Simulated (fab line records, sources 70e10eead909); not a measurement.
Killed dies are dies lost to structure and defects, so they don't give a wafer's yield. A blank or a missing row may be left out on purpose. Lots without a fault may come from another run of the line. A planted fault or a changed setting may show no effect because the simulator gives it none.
Which tool did it? | flow nand_harc | 24 lots, 72 wafers sampled, at 3 steps of a route of 1302

WHAT THE GAUGES READ, wafer by wafer
NHARC_A_CONTACT_OVL_MEAS_70.
lot  | measured     | on         | overlay_x_nm (nm) | overlay_y_nm (nm)
L075 | day 23 01:05 | overlay-02 | 0.1 0.1 0.0       | 1.3 1.5 1.1
L074 | day 23 01:14 | overlay-01 | -1.3 -0.5 -1.2    | 1.7 1.8 2.3
L077 | day 23 14:38 | overlay-01 | 0.2 0.3 0.6       | 0.6 0.2 1.3
L076 | day 23 16:49 | overlay-02 | 0.1 0.2 0.0       | -1.0 -1.1 -1.1
L078 | day 23 20:51 | overlay-02 | 1.2 1.6 1.3       | 0.5 -0.1 0.4
L080 | day 24 17:55 | overlay-01 | -1.5 -1.3 -1.8    | -0.9 -1.3 -1.0
L079 | day 24 18:50 | overlay-01 | -0.1 -0.1 0.5     | 1.5 1.6 1.4
L081 | day 25 09:23 | overlay-01 | 0.5 0.3 0.2       | 0.7 0.5 0.6
L082 | day 25 12:29 | overlay-02 | 0.6 -0.4 0.2      | -1.6 -1.2 -1.1
L083 | day 26 01:49 | overlay-01 | 1.0 1.2 1.5       | -0.3 -0.8 -0.6
L086 | day 26 11:05 | overlay-01 | 1.2 1.5 1.4       | 1.4 1.4 1.9
L084 | day 26 11:19 | overlay-02 | 0.6 1.1 0.8       | 0.1 0.6 0.1
L085 | day 26 15:56 | overlay-02 | -0.6 -0.5 -1.2    | 0.2 0.8 0.8
L087 | day 27 07:55 | overlay-01 | 0.7 0.3 0.5       | 1.4 2.0 1.7
L088 | day 27 19:47 | overlay-01 | -0.8 -0.5 -0.9    | -0.1 0.2 0.0
L089 | day 27 22:50 | overlay-02 | -0.3 0.6 -0.1     | 1.6 1.1 1.9
L090 | day 29 04:59 | overlay-02 | 2.5 3.1 2.3       | 0.5 0.8 1.3
L091 | day 29 11:43 | overlay-01 | 0.5 0.5 0.2       | -0.9 -1.1 -1.0
L092 | day 29 19:50 | overlay-02 | 1.4 1.3 1.1       | -0.9 -0.7 -0.9
L094 | day 29 20:26 | overlay-02 | 0.3 0.8 1.2       | 1.5 1.0 1.1
L093 | day 30 01:23 | overlay-02 | -1.0 -1.0 -1.1    | 1.9 2.1 2.3
L095 | day 30 21:10 | overlay-01 | 0.0 0.2 -0.2      | 0.2 0.5 0.6
L096 | day 31 06:04 | overlay-02 | 0.7 -0.1 0.5      | -0.2 -1.0 -0.1
L097 | day 31 22:02 | overlay-02 | 0.0 0.2 0.7       | -0.9 -1.0 -1.1

NHARC_A_CONTACT_OVL_MEAS_09.
lot  | measured     | on         | overlay_x_nm (nm) | overlay_y_nm (nm)
L075 | day 23 10:16 | overlay-01 | -0.3 0.3 0.2      | -0.2 -0.8 -1.0
L074 | day 23 11:25 | overlay-02 | -0.4 -0.3 -0.7    | -2.0 -1.4 -1.6
L077 | day 24 01:43 | overlay-01 | 1.4 1.1 1.6       | -1.0 -0.2 -0.4
L076 | day 24 02:40 | overlay-01 | -0.1 0.2 0.2      | -1.0 -0.4 -0.4
L078 | day 24 12:46 | overlay-01 | 1.2 0.7 1.0       | -0.9 -1.1 -1.2
L080 | day 25 02:24 | overlay-02 | 0.3 0.7 0.9       | -0.4 0.0 -0.2
L079 | day 25 05:44 | overlay-02 | 0.9 1.3 0.7       | -1.4 -1.3 -1.3
L081 | day 25 18:18 | overlay-02 | -0.4 -0.4 -0.9    | -1.0 -0.8 -0.6
L082 | day 25 22:37 | overlay-01 | 0.4 0.6 0.7       | -0.1 -0.1 0.0
L083 | day 26 12:54 | overlay-02 | 0.6 -0.1 0.8      | 0.2 0.2 0.8
L086 | day 26 22:21 | overlay-01 | 0.7 1.2 0.9       | -0.4 -0.9 -0.8
L084 | day 26 23:27 | overlay-02 | -0.2 -0.4 -0.1    | 0.1 0.2 -0.4
L085 | day 27 07:34 | overlay-02 | -0.1 -0.8 -0.6    | 1.1 1.0 1.0
L087 | day 27 18:31 | overlay-02 | -0.3 -0.7 0.1     | 0.5 0.2 0.0
L088 | day 28 04:14 | overlay-02 | 0.2 0.8 0.8       | 0.1 -0.5 -0.3
L089 | day 28 07:08 | overlay-02 | -0.4 -0.7 -0.3    | 0.2 -0.1 0.7
L090 | day 29 13:25 | overlay-01 | 0.0 0.2 0.7       | 0.3 0.3 0.2
L091 | day 29 21:27 | overlay-02 | -0.2 -0.8 -0.5    | -0.6 -0.1 -0.4
L092 | day 30 03:29 | overlay-02 | -0.9 -0.7 -0.7    | 0.9 0.2 0.8
L094 | day 30 04:23 | overlay-02 | 1.0 1.1 1.0       | 0.6 -0.3 0.7
L093 | day 30 09:01 | overlay-02 | -0.9 -0.2 -0.6    | 0.2 -0.3 0.1
L095 | day 31 07:38 | overlay-01 | -0.1 -0.1 -0.5    | 0.4 -0.1 0.3
L096 | day 31 17:41 | overlay-01 | -1.1 -1.1 -1.0    | 0.6 1.2 0.7
L097 | day 32 06:02 | overlay-02 | -1.0 -0.7 -1.3    | 0.5 0.0 0.2

WHICH TOOL RAN EACH LOT (tool, then ch and the chambers of the sampled wafers, then the start)
lot  | NHARC_A_CONTACT_ETCH_126
L075 | har_cap_etch-03 ch 0,1, day 23 03:17
L074 | har_cap_etch-02 ch 0,1, day 23 03:57
L077 | har_cap_etch-03 ch 0,1, day 23 16:54
L076 | har_cap_etch-02 ch 0,1, day 23 18:49
L078 | har_cap_etch-03 ch 0,1, day 23 22:53
L080 | har_cap_etch-02 ch 0,1, day 24 20:01
L079 | har_cap_etch-01 ch 0,1, day 24 21:16
L081 | har_cap_etch-02 ch 0,1, day 25 11:40
L082 | har_cap_etch-03 ch 0,1, day 25 15:50
L083 | har_cap_etch-03 ch 0,1, day 26 04:13
L086 | har_cap_etch-02 ch 0,1, day 26 13:28
L084 | har_cap_etch-03 ch 0,1, day 26 13:27
L085 | har_cap_etch-03 ch 0,1, day 26 18:50
L087 | har_cap_etch-01 ch 0,1, day 27 10:14
L088 | har_cap_etch-02 ch 0,1, day 27 22:08
L089 | har_cap_etch-03 ch 0,1, day 28 01:14
L090 | har_cap_etch-02 ch 1, day 29 06:59
L091 | har_cap_etch-02 ch 0,1, day 29 14:02
L092 | har_cap_etch-02 ch 0,1, day 29 21:51
L094 | har_cap_etch-03 ch 0,1, day 29 22:31
L093 | har_cap_etch-02 ch 1, day 30 03:24
L095 | har_cap_etch-03 ch 0,1, day 30 23:11
L096 | har_cap_etch-02 ch 1, day 31 08:16
L097 | har_cap_etch-01 ch 0,1, day 32 00:04
- NHARC_A_CONTACT_ETCH_126: etches the open film in C4F8/O2/Ar, time 197 s, target depth 1918 nm.

WHAT THE TOOLS THEMSELVES READ (means of the sampled wafers that have a number; where no wafer has one, the mark that the record gives instead)
The record holds no such reading with a usual standard deviation.

THE ANSWER, worked out from the rows above alone
Rule: what is usual is taken from the lots themselves. Put in order of their means at a reading, lots are off if they are a third of the lots or fewer, leave a main group of 4 or more, and stand apart from it by a gap of 3 or more times the standard deviation of the main group's means; of several such gaps the widest counts. A main group whose means are all the same, to the digits that the tables above print for the reading, isn't used. A lot without any number at a reading at which 4 lots or more have one is off too. The other lots that the step has rows for count as sound. The gauges are gone through in route order, then the tools' own readings, and for those a lot's mean is taken as printed above. The first step at which some lot is off is used, and at that step the reading that is off furthest; a lot without a number counts as furthest.
No lot is off at any reading shown: from this, nothing can be told.

WHAT THE SIMULATOR HAD PUT IN
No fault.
